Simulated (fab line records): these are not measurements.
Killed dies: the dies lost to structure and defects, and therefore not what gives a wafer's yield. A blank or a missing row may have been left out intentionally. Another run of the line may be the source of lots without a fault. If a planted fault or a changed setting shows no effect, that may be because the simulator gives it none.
fab line records	flow n5_finfet
record lots=24	wafers=72	last_day=17
route steps=1938 shown BEOL_M11@1600 BEOL_M12@1613 BEOL_M13@1675
lots untouched by any fault: they come from a run of this same line in which no faults occurred
start_h: the number of hours between the record's first day and the start of the first shown wafer of the lot	wait_h: hours since the lot's step before	" repeats the value in the row above	L1.1+2: one row covering several wafers at once	- no value present, or no start provided	* or withheld: withheld	< > ~ a bound
route shown NAME@n: names a module that has steps shown in the file, with the first one's number in the route	usual: mean and standard deviation over wafers with no fault	same: alike in all rows	chamber/n: place in a boat	sites: each site's reading	_std_site: standard deviation across them	_edge_site: inner sites' mean taken away from outer sites' mean	radius_mm: for every site, how far away it sits from the centre of the wafer	mask NAME#n: copy n	behind: the last tool/chamber to shape the wafer	hold: cause of the lot's hold/its duration in hours/its outcome	device: names the non-switching transistor (n, p or np)	end of line: the route-end tests of the same wafers	a step without rows: its recipe alone	killed: not the wafer's yield, but the dies lost to structure and defects at the first sort	map: a wafer's dies, marking killed ones x, the rest . and places with no die _
set.NAME: the setting that was run; set.NAME@STEP: the one run at that earlier step	model.NAME: the simulator's own value behind a step, which no gauge read
a sample of lots followed through the steps of the route, with each step as a table and each wafer as a row
services: when a tool's chamber went out of use (start_h, in hours from the record's first day, below 0 if earlier), for how many hours, and the reason
## steps
# step N5_BEOL_M11_RS_MEAS_57
# recipe thk_meas_gauge=four-point-probe	reads=Cu_of_BEOL_M11_ECD_50+Co_of_BEOL_M11_CVD_75+TaN_of_BEOL_M11_ALD_74
# usual M11_RS=0.1507/0.0029
lot.wafer	tool	chamber	start_h	wait_h	M11_RS[ohm/sq]
L074.2	film_metro-01	-	236.94	0.0	0.1474
L074.3	"	-	"	"	0.1482
L074.5	"	-	"	"	0.1482
L076.1	film_metro-02	-	240.16	0.0	0.1467
L076.2	"	-	"	"	0.1473
L076.5	"	-	"	"	0.1482
L075.2	film_metro-02	-	247.85	0.0	0.1543
L075.3	"	-	"	"	0.1487
L075.4	"	-	"	"	0.1532
L077.1	film_metro-02	-	256.21	0.0	0.1516
L077.2	"	-	"	"	0.1531
L077.3	"	-	"	"	0.1481
L078.2	film_metro-02	-	257.27	0.0	0.1511
L078.3	"	-	"	"	0.1534
L078.6	"	-	"	"	0.1524
L079.1	film_metro-02	-	266.79	0.0	0.1491
L079.4	"	-	"	"	0.1523
L079.5	"	-	"	"	0.1520
L080.2	film_metro-01	-	272.64	0.0	0.1473
L080.3	"	-	"	"	0.1511
L080.6	"	-	"	"	0.1520
L081.1	film_metro-01	-	280.05	0.0	0.1464
L081.3	"	-	"	"	0.1467
L081.6	"	-	"	"	0.1448
L083.1	film_metro-02	-	286.22	0.0	0.1522
L083.2	"	-	"	"	0.1504
L083.6	"	-	"	"	0.1486
L082.2	film_metro-02	-	287.08	0.1	0.1475
L082.3	"	-	"	"	0.1469
L082.5	"	-	"	"	0.1472
L084.2	film_metro-02	-	295.54	0.0	0.1506
L084.3	"	-	"	"	0.1493
L084.6	"	-	"	"	0.1513
L085.1	film_metro-01	-	317.21	0.0	0.1485
L085.2	"	-	"	"	0.1481
L085.3	"	-	"	"	0.1493
L086.3	film_metro-02	-	317.66	0.0	0.1558
L086.5	"	-	"	"	0.1559
L086.6	"	-	"	"	0.1511
L088.1	film_metro-02	-	319.20	0.0	0.1473
L088.4	"	-	"	"	0.1504
L088.5	"	-	"	"	0.1495
L087.3	film_metro-02	-	322.06	0.0	0.1513
L087.4	"	-	"	"	0.1538
L087.5	"	-	"	"	0.1513
L091.2	film_metro-01	-	322.24	0.1	0.1483
L091.3	"	-	"	"	0.1562
L091.6	"	-	"	"	0.1517
L090.3	film_metro-01	-	330.36	0.0	0.1513
L090.4	"	-	"	"	0.1486
L090.5	"	-	"	"	0.1477
L089.1	film_metro-02	-	331.98	0.1	0.1482
L089.2	"	-	"	"	0.1510
L089.6	"	-	"	"	0.1512
L094.1	film_metro-01	-	352.67	0.0	0.1485
L094.2	"	-	"	"	0.1492
L094.4	"	-	"	"	0.1503
L092.1	film_metro-01	-	353.47	0.0	0.1574
L092.2	"	-	"	"	0.1529
L092.5	"	-	"	"	0.1526
L093.1	film_metro-01	-	358.04	0.0	0.1528
L093.2	"	-	"	"	0.1495
L093.5	"	-	"	"	0.1522
L095.1	film_metro-01	-	358.33	0.0	0.1530
L095.3	"	-	"	"	0.1497
L095.6	"	-	"	"	0.1492
L097.1	film_metro-01	-	369.61	0.0	0.1500
L097.4	"	-	"	"	0.1500
L097.6	"	-	"	"	0.1503
L096.2	film_metro-01	-	371.40	0.0	0.1534
L096.5	"	-	"	"	0.1532
L096.6	"	-	"	"	0.1544
# step N5_BEOL_M12_OVL_MEAS_11
# recipe points_per_wafer=44
# usual V11_OVL=-1/5.1
# same points_per_wafer=44
lot.wafer	tool	chamber	start_h	wait_h	V11_OVL[nm]
L074.2	overlay-02	0	237.64	0.0	6
L074.3	"	0	"	"	-5
L074.5	"	0	"	"	-1
L076.1	overlay-01	0	240.81	0.0	-5
L076.2	"	0	"	"	-4
L076.5	"	0	"	"	-4
L075.2	overlay-01	0	248.50	0.0	-4
L075.3	"	0	"	"	-1
L075.4	"	0	"	"	-5
L077.1	overlay-02	0	257.32	0.0	0
L077.2	"	0	"	"	3
L077.3	"	0	"	"	-1
L078.2	overlay-02	0	257.93	0.0	2
L078.3	"	0	"	"	-6
L078.6	"	0	"	"	0
L079.1	overlay-01	0	267.31	0.0	-8
L079.4	"	0	"	"	1
L079.5	"	0	"	"	0
L080.2	overlay-02	0	273.16	0.0	-7
L080.3	"	0	"	"	-17
L080.6	"	0	"	"	-8
L081.1	overlay-02	0	280.58	0.0	-4
L081.3	"	0	"	"	-6
L081.6	"	0	"	"	1
L083.1	overlay-02	0	286.87	0.0	-10
L083.2	"	0	"	"	-3
L083.6	"	0	"	"	-3
L082.2	overlay-02	0	287.61	0.0	9
L082.3	"	0	"	"	7
L082.5	"	0	"	"	5
L084.2	overlay-01	0	296.25	0.0	4
L084.3	"	0	"	"	6
L084.6	"	0	"	"	3
L085.1	overlay-02	0	317.86	0.0	2
L085.2	"	0	"	"	0
L085.3	"	0	"	"	-6
L086.3	overlay-01	0	318.32	0.0	-4
L086.5	"	0	"	"	-3
L086.6	"	0	"	"	4
L088.1	overlay-01	0	319.73	0.0	-8
L088.4	"	0	"	"	-3
L088.5	"	0	"	"	-3
L087.3	overlay-01	0	322.59	0.0	-1
L087.4	"	0	"	"	-9
L087.5	"	0	"	"	1
L091.2	overlay-02	0	322.82	0.0	-12
L091.3	"	0	"	"	-12
L091.6	"	0	"	"	-4
L090.3	overlay-01	0	330.90	0.0	9
L090.4	"	0	"	"	-2
L090.5	"	0	"	"	5
L089.1	overlay-01	0	332.63	0.0	-2
L089.2	"	0	"	"	2
L089.6	"	0	"	"	4
L094.1	overlay-01	0	353.33	0.0	0
L094.2	"	0	"	"	-5
L094.4	"	0	"	"	-4
L092.1	overlay-02	0	354.12	0.0	-2
L092.2	"	0	"	"	5
L092.5	"	0	"	"	9
L093.1	overlay-01	0	358.58	0.0	1
L093.2	"	0	"	"	-7
L093.5	"	0	"	"	0
L095.1	overlay-02	0	358.98	0.0	1
L095.3	"	0	"	"	1
L095.6	"	0	"	"	-2
L097.1	overlay-02	0	370.13	0.0	1
L097.4	"	0	"	"	-8
L097.6	"	0	"	"	-6
L096.2	overlay-02	0	372.05	0.0	-3
L096.5	"	0	"	"	6
L096.6	"	0	"	"	4
# step N5_BEOL_M12_SPUTTER_43
# recipe material=TaN	target_thk_a=150	temp_c=50	bias_v=168.6	power_w=15000	chamber_pressure_pa=0.12	time_s=24.19
# usual susceptor_temp_C=50.01/0.099	throttle_valve_pct=30.1/0.63
# same time_s=24.19
lot.wafer	tool	chamber	start_h	wait_h	susceptor_temp_C	throttle_valve_pct
L076.1	pvd_sputter-01	-	243.35	0.0	50.08	29.9
L076.2	"	-	"	"	50.07	30.6
L076.5	"	-	"	"	50.03	29.3
L074.2	pvd_sputter-01	-	246.35	0.0	49.86	29.5
L074.3	"	-	"	"	50.09	30.4
L074.5	"	-	"	"	50.00	30.7
L075.2	pvd_sputter-01	-	251.13	0.0	49.92	29.4
L075.3	"	-	"	"	50.06	29.8
L075.4	"	-	"	"	49.92	30.7
L077.1	pvd_sputter-03	-	260.23	0.0	49.92	30.1
L077.2	"	-	"	"	50.14	30.8
L077.3	"	-	"	"	49.90	30.6
L078.2	pvd_sputter-02	-	265.48	0.0	50.12	29.2
L078.3	"	-	"	"	50.03	30.8
L078.6	"	-	"	"	50.10	29.2
L079.1	pvd_sputter-01	-	274.18	0.0	50.07	29.4
L079.4	"	-	"	"	49.88	29.9
L079.5	"	-	"	"	50.13	30.4
L080.2	pvd_sputter-01	-	275.90	0.0	49.89	30.4
L080.3	"	-	"	"	49.98	29.6
L080.6	"	-	"	"	50.07	30.6
L081.1	pvd_sputter-02	-	285.05	0.0	50.00	30.9
L081.3	"	-	"	"	49.88	30.1
L081.6	"	-	"	"	49.85	30.1
L083.1	pvd_sputter-03	-	293.43	0.0	49.97	30.2
L083.2	"	-	"	"	50.04	30.7
L083.6	"	-	"	"	49.94	30.6
L082.2	pvd_sputter-03	-	293.75	0.0	49.83	30.6
L082.3	"	-	"	"	49.98	28.8
L082.5	"	-	"	"	49.78	30.1
L084.2	pvd_sputter-02	-	298.89	0.0	49.96	29.2
L084.3	"	-	"	"	50.13	30.1
L084.6	"	-	"	"	49.95	30.8
L085.1	pvd_sputter-03	-	321.87	0.0	49.97	28.7
L085.2	"	-	"	"	50.03	30.7
L085.3	"	-	"	"	50.05	30.7
L086.3	pvd_sputter-02	-	321.89	0.0	50.05	30.6
L086.5	"	-	"	"	50.08	30.5
L086.6	"	-	"	"	50.03	30.1
L088.1	pvd_sputter-01	-	321.92	0.0	49.93	30.6
L088.4	"	-	"	"	50.02	30.1
L088.5	"	-	"	"	49.92	30.6
L091.2	pvd_sputter-02	-	325.33	0.0	49.91	30.1
L091.3	"	-	"	"	49.92	29.4
L091.6	"	-	"	"	49.91	29.4
L087.3	pvd_sputter-02	-	329.47	0.0	49.97	29.0
L087.4	"	-	"	"	49.81	30.8
L087.5	"	-	"	"	49.93	29.5
L090.3	pvd_sputter-02	-	334.39	0.0	50.16	30.8
L090.4	"	-	"	"	49.87	29.2
L090.5	"	-	"	"	50.10	30.0
L089.1	pvd_sputter-01	-	336.19	0.0	50.06	30.1
L089.2	"	-	"	"	50.05	30.6
L089.6	"	-	"	"	50.11	29.3
L094.1	pvd_sputter-02	-	357.75	0.0	49.97	30.2
L094.2	"	-	"	"	50.06	31.3
L094.4	"	-	"	"	49.87	30.2
L092.1	pvd_sputter-02	-	360.69	0.0	50.06	30.0
L092.2	"	-	"	"	50.10	31.1
L092.5	"	-	"	"	50.02	30.3
L093.1	pvd_sputter-02	-	361.21	0.0	50.17	30.9
L093.2	"	-	"	"	50.04	30.2
L093.5	"	-	"	"	50.01	30.1
L095.1	pvd_sputter-03	-	361.60	0.0	50.05	30.7
L095.3	"	-	"	"	49.96	29.1
L095.6	"	-	"	"	50.05	30.5
L097.1	pvd_sputter-01	-	373.84	0.0	49.98	29.0
L097.4	"	-	"	"	50.03	30.5
L097.6	"	-	"	"	49.86	29.7
L096.2	pvd_sputter-01	-	375.00	0.0	50.14	30.4
L096.5	"	-	"	"	50.04	30.7
L096.6	"	-	"	"	50.09	29.7
# step N5_BEOL_M13_STRIP_63
# recipe chemistry=N2/H2	power_w=1000	temp_c=250	h2_frac=0.65	overash_fraction=0.3	pressure_mtorr=1000	n2_flow_sccm=1750	h2_flow_sccm=3250
# usual drypump_motor_current_A=5.8/0.52	heater_power_w=350/10	oes_product_au=0.674/0.0051	strip_time_to_endpoint_s=27.7/1.1
lot.wafer	tool	chamber	start_h	wait_h	drypump_motor_current_A	heater_power_w	oes_product_au	rf_hours_counter_h	strip_time_to_endpoint_s
L076.1	plasma_asher-01	1	245.98	-	6.0	350	0.675	119	27.5
L076.2	"	0	"	"	6.5	343	0.676	119	28.1
L076.5	"	1	"	"	6.0	339	0.671	-	26.4
L074.2	plasma_asher-02	0	248.60	-	5.3	363	0.670	72	27.7
L074.3	"	0	"	"	5.2	350	0.673	-	26.9
L074.5	"	0	"	"	5.2	351	0.678	-	27.3
L075.2	plasma_asher-02	1	253.25	-	5.2	361	0.670	73	29.1
L075.3	"	0	"	"	5.3	360	0.669	-	29.2
L075.4	"	1	"	"	5.2	355	0.670	-	27.1
L077.1	plasma_asher-02	0	262.30	-	5.3	352	0.686	74	27.8
L077.2	"	1	"	"	5.2	355	0.676	74	28.5
L077.3	"	1	"	"	5.2	371	0.669	-	28.5
L078.2	plasma_asher-01	0	267.59	-	6.4	339	0.677	123	29.5
L078.3	"	0	"	"	6.4	334	0.670	-	29.1
L078.6	"	1	"	"	6.0	354	0.678	-	28.5
L079.1	plasma_asher-01	0	276.62	-	6.4	339	0.667	125	27.7
L079.4	"	0	"	"	6.4	336	0.665	-	26.4
L079.5	"	0	"	"	6.4	334	0.669	-	25.6
L080.2	plasma_asher-01	0	278.47	-	6.4	336	0.678	125	28.5
L080.3	"	0	"	"	6.4	346	0.674	-	27.3
L080.6	"	0	"	"	6.5	343	0.672	-	26.4
L081.1	plasma_asher-02	0	287.81	-	5.2	361	0.681	80	27.4
L081.3	"	0	"	"	5.2	352	0.676	-	28.7
L081.6	"	0	"	"	5.2	365	0.671	-	27.4
L083.1	plasma_asher-01	0	295.57	-	6.4	336	0.686	128	29.2
L083.2	"	1	"	"	6.0	342	0.680	128	28.3
L083.6	"	0	"	"	6.4	337	0.670	-	28.2
L082.2	plasma_asher-02	1	295.96	-	5.2	354	0.679	81	28.4
L082.3	"	0	"	"	5.3	349	0.676	-	28.2
L082.5	"	1	"	"	5.2	369	0.677	-	27.1
L084.2	plasma_asher-02	0	301.19	-	5.3	355	0.672	83	28.7
L084.3	"	1	"	"	5.2	366	0.675	-	28.6
L084.6	"	1	"	"	5.2	356	0.667	-	27.9
L085.1	plasma_asher-01	0	324.08	-	6.5	340	0.680	134	27.6
L085.2	"	1	"	"	6.0	346	0.673	134	28.0
L085.3	"	0	"	"	6.5	339	0.671	-	28.5
L086.3	plasma_asher-01	0	324.49	-	6.5	338	0.671	-	27.2
L086.5	"	0	"	"	6.4	339	0.671	-	27.8
L086.6	"	1	"	"	6.0	353	0.676	-	27.0
L088.1	plasma_asher-02	0	325.05	-	5.2	356	0.675	87	29.2
L088.4	"	1	"	"	5.2	356	0.675	-	28.2
L088.5	"	0	"	"	5.2	362	0.667	-	27.0
L091.2	plasma_asher-01	0	327.40	-	6.4	339	0.675	135	29.0
L091.3	"	0	"	"	6.5	342	0.678	-	29.5
L091.6	"	1	"	"	6.0	356	0.670	-	27.9
L087.3	plasma_asher-01	0	331.59	-	6.4	337	0.676	-	27.9
L087.4	"	1	"	"	6.0	353	0.669	-	26.3
L087.5	"	1	"	"	6.0	357	0.674	-	27.2
L090.3	plasma_asher-01	1	336.60	-	6.0	351	0.668	-	28.3
L090.4	"	0	"	"	6.5	331	0.675	-	26.3
L090.5	"	1	"	"	6.0	350	0.671	-	25.5
L089.1	plasma_asher-01	0	338.88	-	6.4	330	0.679	138	27.0
L089.2	"	1	"	"	6.0	356	0.679	138	28.6
L089.6	"	0	"	"	6.4	345	0.669	-	25.5
L094.1	plasma_asher-02	1	359.83	-	5.2	366	0.675	95	27.6
L094.2	"	0	"	"	5.2	359	0.678	95	27.7
L094.4	"	0	"	"	5.2	351	0.672	-	25.6
L092.1	plasma_asher-01	0	362.88	-	6.4	351	0.685	140	29.6
L092.2	"	1	"	"	6.0	346	0.675	140	29.2
L092.5	"	0	"	"	6.4	347	0.672	-	28.1
L093.1	plasma_asher-01	1	363.40	-	6.0	356	0.685	141	30.1
L093.2	"	0	"	"	6.4	341	0.675	141	29.4
L093.5	"	1	"	"	6.0	354	0.675	-	27.8
L095.1	plasma_asher-02	0	363.71	-	5.2	347	0.680	96	29.1
L095.3	"	1	"	"	5.2	364	0.674	-	27.9
L095.6	"	1	"	"	5.2	363	0.667	-	27.1
L097.1	plasma_asher-01	0	376.39	-	6.4	330	0.677	143	26.5
L097.4	"	1	"	"	6.0	338	0.673	-	26.2
L097.6	"	0	"	"	6.4	339	0.664	-	25.4
L096.2	plasma_asher-02	1	377.73	-	5.2	363	0.670	99	27.2
L096.5	"	1	"	"	5.2	354	0.671	-	27.0
L096.6	"	0	"	"	5.2	359	0.661	-	26.8
# step N5_BEOL_M13_CD_MEAS_17
# recipe target_cd_nm=190	polarity=opening
# usual cd_nm=191.3/1.6
lot.wafer	tool	chamber	start_h	wait_h	cd_nm
L076.1	cd_sem-03	-	246.19	0.0	191.6
L076.2	"	-	"	"	192.7
L076.5	"	-	"	"	194.9
L074.2	cd_sem-01	-	248.81	0.0	193.2
L074.3	"	-	"	"	190.4
L074.5	"	-	"	"	191.9
L075.2	cd_sem-01	-	253.45	0.0	190.4
L075.3	"	-	"	"	190.8
L075.4	"	-	"	"	191.1
L077.1	cd_sem-01	-	262.50	0.0	189.7
L077.2	"	-	"	"	190.6
L077.3	"	-	"	"	191.5
L078.2	cd_sem-01	-	267.79	0.0	195.5
L078.3	"	-	"	"	192.1
L078.6	"	-	"	"	193.5
L079.1	cd_sem-03	-	276.83	0.0	188.0
L079.4	"	-	"	"	193.4
L079.5	"	-	"	"	189.5
L080.2	cd_sem-01	-	278.69	0.0	192.1
L080.3	"	-	"	"	192.2
L080.6	"	-	"	"	189.5
L081.1	cd_sem-03	-	288.05	0.0	193.1
L081.3	"	-	"	"	193.3
L081.6	"	-	"	"	193.1
L083.1	cd_sem-03	-	295.78	0.0	191.6
L083.2	"	-	"	"	193.9
L083.6	"	-	"	"	191.4
L082.2	cd_sem-02	-	296.16	0.0	191.3
L082.3	"	-	"	"	189.7
L082.5	"	-	"	"	191.8
L084.2	cd_sem-02	-	301.39	0.0	188.9
L084.3	"	-	"	"	190.2
L084.6	"	-	"	"	191.6
L085.1	cd_sem-03	-	324.29	0.0	193.1
L085.2	"	-	"	"	191.6
L085.3	"	-	"	"	190.2
L086.3	cd_sem-02	-	324.69	0.0	190.1
L086.5	"	-	"	"	189.5
L086.6	"	-	"	"	190.6
L088.1	cd_sem-03	-	325.26	0.0	192.5
L088.4	"	-	"	"	191.4
L088.5	"	-	"	"	190.7
L091.2	cd_sem-02	-	327.60	0.0	190.4
L091.3	"	-	"	"	188.2
L091.6	"	-	"	"	191.2
L087.3	cd_sem-03	-	331.78	0.0	190.2
L087.4	"	-	"	"	192.4
L087.5	"	-	"	"	190.2
L090.3	cd_sem-03	-	336.80	0.0	192.6
L090.4	"	-	"	"	190.9
L090.5	"	-	"	"	192.3
L089.1	cd_sem-02	-	339.09	0.0	193.5
L089.2	"	-	"	"	190.1
L089.6	"	-	"	"	192.4
L094.1	cd_sem-03	-	360.03	0.0	194.9
L094.2	"	-	"	"	192.9
L094.4	"	-	"	"	190.0
L092.1	cd_sem-02	-	363.10	0.0	191.8
L092.2	"	-	"	"	191.5
L092.5	"	-	"	"	189.6
L093.1	cd_sem-01	-	363.61	0.0	189.4
L093.2	"	-	"	"	188.7
L093.5	"	-	"	"	192.3
L095.1	cd_sem-03	-	363.92	0.0	191.5
L095.3	"	-	"	"	189.9
L095.6	"	-	"	"	191.1
L097.1	cd_sem-02	-	376.60	0.0	189.6
L097.4	"	-	"	"	190.1
L097.6	"	-	"	"	189.4
L096.2	cd_sem-01	-	377.94	0.0	189.8
L096.5	"	-	"	"	189.6
L096.6	"	-	"	"	190.5
# step N5_BEOL_M13_ETCH_38
# recipe chemistry=CF4/N2	target=SiCN	target_depth_a=675	taper_deg=2	time_s=71.9	ion_energy_ev=150	mask_material=SiO2	pressure_mtorr=40	source_w=430	bias_w=70	Ar_flow_sccm=100	cf4_flow_sccm=60	n2_flow_sccm=60
# usual cf4_flow_sccm=59.97/0.17	drypump_motor_current_A=5.8/0.4	oes_product_au=0.79/0.064	rf_vpp_V=382.9/2.1	showerhead_plenum_p_Torr=2.24/0.074	throttle_valve_pct=15.40/0.17
# same time_s=71.9
lot.wafer	tool	chamber	start_h	wait_h	cf4_flow_sccm	drypump_motor_current_A	oes_product_au	rf_hours_counter_h	rf_vpp_V	showerhead_plenum_p_Torr	throttle_valve_pct
L076.1	rie_diel-01	3	247.85	-	59.76	6.0	0.74	175	384.4	2.21	15.42
L076.2	"	2	"	"	59.92	5.2	0.79	129	380.9	2.13	15.55
L076.5	"	1	"	"	59.63	6.3	0.81	-	378.9	2.15	15.22
L074.2	rie_diel-01	3	250.19	-	59.97	6.0	0.75	176	381.7	2.21	15.43
L074.3	"	2	"	"	59.70	5.2	0.78	130	378.9	2.13	15.56
L074.5	"	3	"	"	59.73	6.0	0.75	-	383.2	2.21	15.43
L075.2	rie_diel-04	3	254.79	-	60.01	5.7	0.89	21	385.5	2.34	15.17
L075.3	"	0	"	"	59.88	5.1	0.75	179	383.1	2.19	15.40
L075.4	"	3	"	"	59.87	5.7	0.89	-	385.1	2.34	15.17
L077.1	rie_diel-04	1	267.61	-	59.84	5.9	0.82	78	384.4	2.32	15.46
L077.2	"	0	"	"	59.98	5.1	0.75	184	382.1	2.19	15.40
L077.3	"	3	"	"	60.29	5.7	0.89	26	384.5	2.33	15.18
L078.2	rie_diel-05	0	270.60	-	59.92	5.9	0.85	36	382.6	2.25	15.33
L078.3	"	1	"	"	59.87	6.1	0.76	135	379.8	2.14	15.58
L078.6	"	2	"	"	59.97	5.3	0.77	-	381.9	2.21	15.66
L079.1	rie_diel-04	0	277.98	-	59.71	5.1	0.75	187	382.6	2.19	15.44
L079.4	"	2	"	"	59.65	5.6	0.87	36	383.2	2.34	15.11
L079.5	"	3	"	"	59.81	5.7	0.88	-	384.5	2.33	15.19
L080.2	rie_diel-04	2	281.77	-	59.96	5.6	0.86	37	385.1	2.34	15.14
L080.3	"	3	"	"	60.06	5.7	0.88	31	385.2	2.33	15.21
L080.6	"	2	"	"	59.94	5.6	0.86	-	385.2	2.34	15.14
L081.1	rie_diel-01	2	290.49	-	59.94	5.2	0.76	142	380.9	2.13	15.58
L081.3	"	0	"	"	60.03	6.1	0.71	218	383.5	2.26	15.45
L081.6	"	2	"	"	60.07	5.2	0.76	-	379.2	2.13	15.57
L083.1	rie_diel-04	0	296.89	-	59.97	5.1	0.74	192	382.4	2.19	15.41
L083.2	"	3	"	"	59.87	5.7	0.87	35	386.2	2.33	15.22
L083.6	"	3	"	"	59.97	5.7	0.87	-	385.6	2.33	15.21
L082.2	rie_diel-04	2	298.16	-	59.99	5.6	0.86	42	384.7	2.34	15.13
L082.3	"	3	"	"	59.71	5.7	0.87	36	384.6	2.33	15.21
L082.5	"	1	"	"	60.15	5.8	0.82	-	384.9	2.32	15.50
L084.2	rie_diel-04	0	303.60	-	60.08	5.1	0.74	195	382.8	2.19	15.42
L084.3	"	1	"	"	59.80	5.8	0.82	88	385.3	2.32	15.48
L084.6	"	1	"	"	60.14	5.9	0.82	-	385.2	2.32	15.49
L085.1	rie_diel-05	1	329.20	-	59.92	6.1	0.74	157	379.7	2.13	15.64
L085.2	"	2	"	"	60.07	5.3	0.75	155	382.8	2.20	15.69
L085.3	"	0	"	"	60.07	5.9	0.83	58	383.5	2.24	15.38
L086.3	rie_diel-04	3	329.21	-	59.77	5.7	0.85	45	385.4	2.33	15.23
L086.5	"	0	"	"	60.14	5.1	0.72	-	382.4	2.18	15.46
L086.6	"	3	"	"	59.91	5.7	0.85	-	383.7	2.33	15.22
L088.1	rie_diel-01	2	329.23	-	59.90	5.2	0.75	153	382.7	2.13	15.58
L088.4	"	1	"	"	59.68	6.3	0.78	113	381.1	2.15	15.26
L088.5	"	1	"	"	59.78	6.3	0.77	-	381.4	2.14	15.26
L091.2	rie_diel-04	2	329.66	-	59.81	5.6	0.84	51	384.6	2.33	15.16
L091.3	"	3	"	"	60.12	5.7	0.85	45	386.7	2.33	15.22
L091.6	"	0	"	"	59.75	5.1	0.72	-	382.5	2.18	15.45
L087.3	rie_diel-05	3	333.00	-	59.97	6.2	0.96	8	385.0	2.25	15.10
L087.4	"	0	"	"	60.08	5.9	0.84	59	383.5	2.24	15.39
L087.5	"	0	"	"	59.96	5.9	0.83	-	382.7	2.24	15.39
L090.3	rie_diel-01	3	338.27	-	59.80	6.0	0.73	203	381.8	2.20	15.47
L090.4	"	0	"	"	59.85	6.1	0.71	-	383.3	2.25	15.48
L090.5	"	1	"	"	59.94	6.3	0.78	-	380.0	2.14	15.28
L089.1	rie_diel-01	1	342.18	-	59.97	6.3	0.76	118	381.4	2.14	15.27
L089.2	"	3	"	"	59.62	6.0	0.73	205	383.0	2.20	15.49
L089.6	"	0	"	"	60.14	6.1	0.70	-	384.4	2.25	15.46
L094.1	rie_diel-05	3	361.15	-	59.87	6.2	0.94	18	382.7	2.25	15.11
L094.2	"	2	"	"	59.93	5.3	0.73	164	382.3	2.20	15.71
L094.4	"	1	"	"	60.15	6.1	0.74	166	380.2	2.13	15.64
L092.1	rie_diel-04	0	364.38	-	59.91	5.1	0.72	209	381.0	2.18	15.45
L092.2	"	2	"	"	59.99	5.5	0.82	64	385.4	2.33	15.20
L092.5	"	1	"	"	60.28	5.9	0.80	-	384.1	2.31	15.53
L095.1	rie_diel-01	2	367.51	-	59.98	5.1	0.76	163	379.3	2.12	15.62
L095.3	"	0	"	"	59.70	6.1	0.70	242	384.4	2.25	15.47
L095.6	"	2	"	"	60.06	5.2	0.75	-	379.9	2.12	15.61
L093.1	rie_diel-05	3	367.77	-	59.83	6.2	0.94	19	382.6	2.25	15.12
L093.2	"	2	"	"	59.97	5.3	0.74	166	382.8	2.20	15.72
L093.5	"	3	"	"	60.01	6.2	0.94	-	382.6	2.25	15.11
L096.2	rie_diel-04	0	380.35	-	60.01	5.1	0.72	215	382.4	2.18	15.48
L096.5	"	0	"	"	60.03	5.1	0.72	-	381.4	2.18	15.47
L096.6	"	2	"	"	60.08	5.6	0.81	-	385.2	2.33	15.20
L097.1	rie_diel-01	1	380.99	-	60.04	6.4	0.76	131	379.2	2.14	15.30
L097.4	"	3	"	"	60.07	6.0	0.71	-	379.7	2.19	15.52
L097.6	"	0	"	"	60.14	6.0	0.70	-	383.1	2.25	15.49
## services
tool	chamber	start_h	hours	kind
plasma_asher-01	-	222.73	15.6	pm
rie_diel-04	2	233.69	4.1	repair
rie_diel-04	2	252.40	19.3	repair
rie_diel-05	3	276.30	-	clean
rie_diel-05	3	276.30	-	consumable_replace:focus_ring
rie_diel-05	3	276.30	31.9	scheduled_down
rie_diel-05	3	276.30	31.9	vent_cycle
plasma_asher-02	-	304.25	0.7	repair
rie_diel-01	2	332.04	7.0	repair
rie_diel-04	0	346.38	11.2	repair
plasma_asher-01	-	353.44	7.5	repair
plasma_asher-01	-	365.65	1.0	repair
rie_diel-04	3	371.15	9.9	repair
rie_diel-01	2	377.93	5.7	repair
## key
fault none
